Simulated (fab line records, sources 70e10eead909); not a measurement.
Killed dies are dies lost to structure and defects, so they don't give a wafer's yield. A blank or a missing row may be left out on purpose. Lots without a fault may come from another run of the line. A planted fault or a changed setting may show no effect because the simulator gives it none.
Problem report in the 8D (eight disciplines) form, filled by code | flow nand_harc | the parts of the form that need people (team, actions taken, sign-off) are left out

1. THE PROBLEM
cd_nm at NHARC_A_M0_CD_MEAS_09 reads a mean of 104.0 nm on 6 wafers of 2 lots; wafers without a fault read 80.0 nm with a standard deviation of 0.51. That is +47 standard deviations from the usual mean.
The step: target cd 80 nm.
First seen on wafer L390.1, day 21 13:43, on cd_sem-02. The record holds 33 wafers of 11 lots with a number at this step. Rule for "out", or "out of limits": more than 4 standard deviations from the usual mean. The other wafers with a number count as sound.

2. WHAT IT IS AND WHAT IT IS NOT
question                    | is                     | is not
which readings at this step | cd_nm                  | -
which lots                  | L388, L390             | L377, L378, L379, L380, L381, L382, L385, L387, L389
which wafers of those lots  | all that have a number | -
read on which gauges        | cd_sem-02, cd_sem-03   | cd_sem-01
when                        | from day 21 13:43      | up to then (27 sound wafers)

3. SUSPECTS, AND WHAT RULES EACH OUT
Counting: a tool at a process step up to the reading stays a suspect if it ran every lot that is out and no sound lot after the first of them.
- the gauge at NHARC_A_M0_CD_MEAS_09: ruled out. The wafers that are out were read on 2 gauges (cd_sem-02, cd_sem-03).
- arfi_scanner-02 at NHARC_A_M0_EXPOSE_06 (exposes mask A M0, target cd 80 nm): kept. It ran every lot that is out, first L390 (day 21 13:34), and no sound lot after that; its last sound lot up to then is L389 (day 21 10:57). Its own readings are out on those wafers: exposure_dose_mJ_cm2.
Left after counting: arfi_scanner-02 at NHARC_A_M0_EXPOSE_06.

4. THE CAUSE (what the simulator had put in)
Process parameter drift: arfi_scanner-02, from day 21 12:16 on, at NHARC_A_M0_EXPOSE_06. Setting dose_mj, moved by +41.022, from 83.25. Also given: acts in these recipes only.
Counting left only this tool.

5. THE CHAIN OF EFFECTS, in route order
Each row: a reading whose mean over the struck wafers that have a number lies more than 3 standard deviations from the usual. Only readings for which the record gives a usual standard deviation are gone through. hours: the time from each lot's start at the first step in this table that gives one to its start at this step, as a median over the lots. sigmas: the change in usual standard deviations.
hours | step                  | reading              | usual   | on struck wafers | change | sigmas
0     | NHARC_A_M0_EXPOSE_06  | exposure_dose_mJ_cm2 | 83.24   | 120.20           | +36.96 | +99 or more
0     | NHARC_A_M0_CD_MEAS_09 | cd_nm                | 80.0 nm | 104.0            | +24.0  | +47
41    | NHARC_END_SORT_01     | sort_bin_3_pct       | 0.25 %  | 1.77             | +1.52  | +6.6
The process steps in it:
- NHARC_A_M0_EXPOSE_06: exposes mask A M0, target cd 80 nm.

6. WHAT WOULD HAVE CAUGHT IT SOONER
In this record the first reading out of limits at a measuring or inspecting step was taken at day 21 13:43, 1 hour after the fault began at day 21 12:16.
The tool's own readings at NHARC_A_M0_EXPOSE_06 were out on every struck wafer that the step has a row for (exposure_dose_mJ_cm2): an alarm limit on them would have fired on the first of those.
Of the lots that are out (2), L388 began NHARC_A_M0_EXPOSE_06 on arfi_scanner-02 after day 21 13:43. A hold on the tool at that time would have spared it.
